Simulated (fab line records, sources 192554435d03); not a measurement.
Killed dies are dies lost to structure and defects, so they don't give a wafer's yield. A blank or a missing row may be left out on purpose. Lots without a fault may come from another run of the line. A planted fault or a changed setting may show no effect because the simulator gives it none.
Which tool did it? | flow n5_finfet | 9 lots, 27 wafers sampled, at 4 steps of a route of 1938

WHAT THE GAUGES READ, wafer by wafer
N5_BEOL_M4_RC_MEAS_101.
lot  | measured     | on        | CJ_N
L345 | day 8 18:03  | prober-02 | 4.29 4.22 4.46
L351 | day 9 20:14  | prober-01 | 4.33 4.43 4.53
L352 | day 10 05:55 | prober-01 | 4.34 4.23 4.24
L354 | day 10 15:55 | prober-01 | 1.34 1.38 1.37
L355 | day 11 00:52 | prober-01 | 4.47 4.29 4.32
L356 | day 11 09:40 | prober-02 | 1.37 1.43 1.44
L357 | day 11 09:52 | prober-01 | 4.20 4.23 4.30
L364 | day 13 05:11 | prober-02 | 4.34 4.26 4.44
L366 | day 14 00:20 | prober-01 | 4.28 4.27 4.38

WHICH TOOL RAN EACH LOT (tool, then ch and the chambers of the sampled wafers, then the start)
lot  | N5_ZERO_LAYER_DESCUM_16           | N5_ZERO_LAYER_ETCH_17             | N5_WELL_APT_IMPLANT_32
L345 | rie_diel-03 ch 1,2,3, day 2 01:06 | rie_diel-03 ch 1,2,3, day 2 01:08 | implanter-01 ch 0, day 2 04:07
L351 | rie_diel-06 ch 0,2, day 3 13:02   | rie_diel-06 ch 0,2, day 3 13:04   | implanter-01 ch 0, day 3 16:52
L352 | rie_diel-03 ch 1,3, day 3 18:43   | rie_diel-03 ch 1,3, day 3 18:44   | implanter-02 ch 0, day 3 23:12
L354 | rie_diel-06 ch 0,1,3, day 4 06:49 | rie_diel-06 ch 0,1,3, day 4 06:50 | implanter-02 ch 0, day 4 09:30
L355 | rie_diel-01 ch 0,1,3, day 4 12:41 | rie_diel-01 ch 0,1,3, day 4 12:43 | implanter-01 ch 0, day 4 15:18
L356 | rie_diel-01 ch 2,3, day 4 18:50   | rie_diel-01 ch 2,3, day 4 18:52   | implanter-02 ch 0, day 4 21:45
L357 | rie_diel-06 ch 0,1,2, day 5 00:50 | rie_diel-06 ch 0,1,2, day 5 00:52 | implanter-01 ch 0, day 5 03:28
L364 | rie_diel-01 ch 0,1, day 6 18:49   | rie_diel-01 ch 0,1, day 6 18:50   | implanter-01 ch 0, day 6 21:28
L366 | rie_diel-03 ch 0,1, day 7 06:41   | rie_diel-03 ch 0,1, day 7 06:43   | implanter-02 ch 0, day 7 09:26
- N5_ZERO_LAYER_DESCUM_16: chemistry O2, time 7.9 s.
- N5_ZERO_LAYER_ETCH_17: etches SiO2 in CF4, target depth 12 nm, time 13.3 s.
- N5_WELL_APT_IMPLANT_32

THE ANSWER, worked out from the rows above alone
Rule: what is usual is taken from the lots themselves. Put in order of their means at a reading, lots are off if they are a third of the lots or fewer, leave a main group of 4 or more, and stand apart from it by a gap of 3 or more times the standard deviation of the main group's means; of several such gaps the widest counts. A main group whose means are all the same, to the digits that the tables above print for the reading, isn't used. A lot without any number at a reading at which 4 lots or more have one is off too. The other lots that the step has rows for count as sound.
Off: L354, L356, at N5_BEOL_M4_RC_MEAS_101 (CJ_N). The main group: mean 4.33, standard deviation 0.057.
A tool fits if, at a process step before that reading, it ran every lot that is off, and no sound lot after the first of them. The gauges at N5_BEOL_M4_RC_MEAS_101 are tried like those tools. None of those tried fits.

WHAT THE SIMULATOR HAD PUT IN
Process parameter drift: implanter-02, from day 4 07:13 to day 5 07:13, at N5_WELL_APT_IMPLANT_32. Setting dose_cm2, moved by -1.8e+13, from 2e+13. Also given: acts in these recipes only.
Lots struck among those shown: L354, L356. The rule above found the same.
